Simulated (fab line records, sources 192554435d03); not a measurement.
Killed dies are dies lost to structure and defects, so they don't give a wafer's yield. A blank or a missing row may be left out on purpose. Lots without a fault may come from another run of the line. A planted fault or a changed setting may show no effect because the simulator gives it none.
Chamber matching | flow n5_finfet | N5_HKMG_FIN_STRIP_90 on rie_diel-05: 4 sister chambers
The step strips SOC in N2/H2, time 20 s. 18 wafers are shown with their chamber, then 9 later ones without.

WAFERS WITH THEIR CHAMBER
wafer  | chamber | showerhead_plenum_p_Torr (Torr) | throttle_valve_pct (%) | oes_product_au (a.u.)
L075.1 | 0       | 3.55                            | 19.1                   | 0.85
L075.2 | 3       | 3.34                            | 18.7                   | 0.73
L075.6 | 2       | 3.19                            | 19.3                   | 0.68
L077.2 | 3       | 3.33                            | 18.7                   | 0.72
L077.3 | 1       | 3.21                            | 18.8                   | 0.72
L077.6 | 0       | 3.55                            | 19.1                   | 0.83
L078.1 | 1       | 3.21                            | 18.9                   | 0.71
L078.3 | 3       | 3.33                            | 18.7                   | 0.72
L078.6 | 3       | 3.33                            | 18.7                   | 0.73
L079.3 | 0       | 3.55                            | 19.1                   | 0.82
L079.4 | 3       | 3.33                            | 18.8                   | 0.72
L079.6 | 1       | 3.21                            | 18.9                   | 0.71
L084.1 | 0       | 3.54                            | 19.1                   | 0.81
L084.3 | 2       | 3.60                            | 18.9                   | 0.96
L084.6 | 1       | 3.20                            | 18.9                   | 0.70
L087.2 | 0       | 3.54                            | 19.1                   | 0.81
L087.5 | 2       | 3.59                            | 18.9                   | 0.93
L087.6 | 3       | 3.32                            | 18.8                   | 0.71

SIGNATURES (means of the wafers above)
reading                  | chamber 0 | chamber 1 | chamber 2 | chamber 3 | scatter within a chamber
showerhead_plenum_p_Torr | 3.5460    | 3.2075    | 3.4600    | 3.3300    | 0.0886
throttle_valve_pct       | 19.100    | 18.875    | 19.033    | 18.733    | 0.0954
oes_product_au           | 0.8240    | 0.7100    | 0.8567    | 0.7217    | 0.0591
Rule: a wafer's distance from a chamber is the root of the sum, over the readings, of the square of ((its reading less the chamber's mean) divided by the reading's scatter). The wafer belongs to the nearest chamber; if the next one is less than 2 further off, it can't be placed. The scatter: the root of (the sum of the squares of (reading less its chamber's mean) over the shown wafers, divided by (wafers less chambers)).

WAFERS WITHOUT THEIR CHAMBER
wafer  | showerhead_plenum_p_Torr (Torr) | throttle_valve_pct (%) | oes_product_au (a.u.)
L088.3 | 3.20                            | 18.9                   | 0.70
L088.4 | 3.32                            | 18.8                   | 0.71
L088.6 | 3.20                            | 18.9                   | 0.70
L090.2 | 3.59                            | 18.9                   | 0.91
L090.4 | 3.19                            | 18.9                   | 0.70
L090.6 | 3.32                            | 18.8                   | 0.70
L095.1 | 3.19                            | 18.9                   | 0.68
L095.3 | 3.31                            | 18.8                   | 0.69
L095.5 | 3.31                            | 18.8                   | 0.69

WHICH CHAMBER EACH WENT THROUGH
wafer  | from the rows above     | in truth
L088.3 | can't be placed: 1 or 3 | 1
L088.4 | can't be placed: 3 or 1 | 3
L088.6 | can't be placed: 1 or 3 | 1
L090.2 | can't be placed: 2 or 0 | 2
L090.4 | 1                       | 1
L090.6 | can't be placed: 3 or 1 | 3
L095.1 | can't be placed: 1 or 3 | 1
L095.3 | can't be placed: 3 or 1 | 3
L095.5 | can't be placed: 3 or 1 | 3
Placed correctly: 1 of 9. Can't be placed from these rows: 8 (the true chamber is among the candidates in 8). Placed wrongly: 0.
